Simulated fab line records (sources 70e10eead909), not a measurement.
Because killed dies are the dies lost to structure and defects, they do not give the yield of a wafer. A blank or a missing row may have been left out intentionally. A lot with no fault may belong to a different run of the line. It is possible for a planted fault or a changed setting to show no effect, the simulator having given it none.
8D (eight disciplines) problem report, filled in by code / flow nand harc / the parts of the form that need people (team, actions taken, sign-off) are left out

== 1. THE ISSUE ==
Mean of killed at array at NHARC_END_SORT_01: 674 across 3 wafers in 2 lots; on wafers with no fault it is 27 (standard deviation 10). That is +65 standard deviations from the usual mean.
First seen on wafer L318.1, day 21 09:49, on prober-01. Wafers with a number at this step in the record: 5, from 2 lots. Rule for "out", or "out of limits": more than 4 standard deviations from the usual mean. Any other wafer with a number is counted as sound.

== 2. WHAT IT IS AND WHAT IT IS NOT ==
question=which readings at this step | is=killed at array, killed dies | is not=killed at other, killed at periphery, killed open, killed short
question=which lots | is=L317, L318 | is not=-
question=which wafers of those lots | is=L317.1, L318.1, L318.6 | is not=L317.2, L317.3
question=read on which gauges | is=prober-01, prober-02 | is not=-
question=when | is=from day 21 09:49 | is not=up to then (0 sound wafers); but 2 sound wafers of L317 came after

== 3. WHAT RULES OUT EACH SUSPECT ==
Counting: any tool at a process step up to the reading remains a suspect provided it ran every lot that is out. Sound lots after the first of them don't rule it out here, since some wafers of a struck lot are sound.
- ruled out: the gauge at NHARC_END_SORT_01. Those wafers that are out were read across 2 gauges (prober-01, prober-02).
- rie diel-10 at NHARC_A_STAIRCASE_ETCH_221 (etches the open film in C4F8/O2, target depth 100 nm, time 40.5 s): kept. It ran every lot that is out, first L318 (day 13 13:24). With no start given for some of its lots, NHARC_A_STAIRCASE_ETCH_221 uses the hours and lot order of NHARC_A_STAIRCASE_ETCH_230.
- rie diel-11 at NHARC_A_STAIRCASE_ETCH_230 (etches the open film in C4F8/O2, target depth 100 nm, time 40.5 s): kept. It ran every lot that is out, first L318 (day 13 13:24). Its own readings are out on those wafers: oes product au.
- rie diel-11 at NHARC_A_STAIRCASE_ETCH_234 (etches the open film in C4F8/O2, target depth 100 nm, time 40.5 s): kept. It ran every lot that is out, first L318 (day 21 09:49). With no start given for some of its lots, NHARC_A_STAIRCASE_ETCH_234 uses the hours and lot order of NHARC_END_SORT_01.
- Within rie diel-11 at NHARC_A_STAIRCASE_ETCH_234: the wafers that are out ran in chambers 0, 1; their sound lot-mates ran in chambers 2, 3.
rie diel-10 at NHARC_A_STAIRCASE_ETCH_221, rie diel-11 at NHARC_A_STAIRCASE_ETCH_230 and rie diel-11 at NHARC_A_STAIRCASE_ETCH_234 are what is left after counting.

== 4. THE CAUSE (what the simulator had put in) ==
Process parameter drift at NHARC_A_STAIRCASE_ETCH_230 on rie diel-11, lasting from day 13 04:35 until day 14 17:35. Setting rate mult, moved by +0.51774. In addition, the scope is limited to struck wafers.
Of the 3 suspects that counting leaves, this tool is one.

== 5. THE EFFECT CHAIN, in route order ==
Rows list readings where the struck wafers' mean (over those with a number) sits beyond 3 standard deviations from the usual. Scope: only readings with a usual standard deviation given in the record; hours: median across lots of the time from each lot's start at the first step in this table that gives one to its start at this step; sigmas: change in usual standard deviations.
hours=0; step=NHARC_A_STAIRCASE_ETCH_230; reading=oes product au; usual=0.947 a.u.; on struck wafers=1.253; change=+0.306; sigmas=+15
hours=193; step=NHARC_END_SORT_01; reading=killed at array; usual=27; on struck wafers=674; change=+647; sigmas=+65
hours=193; step=NHARC_END_SORT_01; reading=killed dies; usual=30; on struck wafers=677; change=+647; sigmas=+65
Here are the process steps it includes:
- NHARC_A_STAIRCASE_ETCH_230: etches the open film in C4F8/O2, target depth 100 nm, time 40.5 s.

== 6. HOW IT WOULD HAVE BEEN CAUGHT EARLIER ==
Counted from the fault's start at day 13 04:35, it took 197 hours until the first out-of-limits reading at a measuring or inspecting step in this record, taken at day 21 09:49.
Tool's own readings at NHARC_A_STAIRCASE_ETCH_230, oes product au: out on all struck wafers the step has rows for; an alarm limit on them would have tripped on the first.
Each of the lots that are out, 2 in all, had begun NHARC_A_STAIRCASE_ETCH_230 on rie diel-11 no later than day 21 09:49. Holding the tool at that point would not have protected any of them.
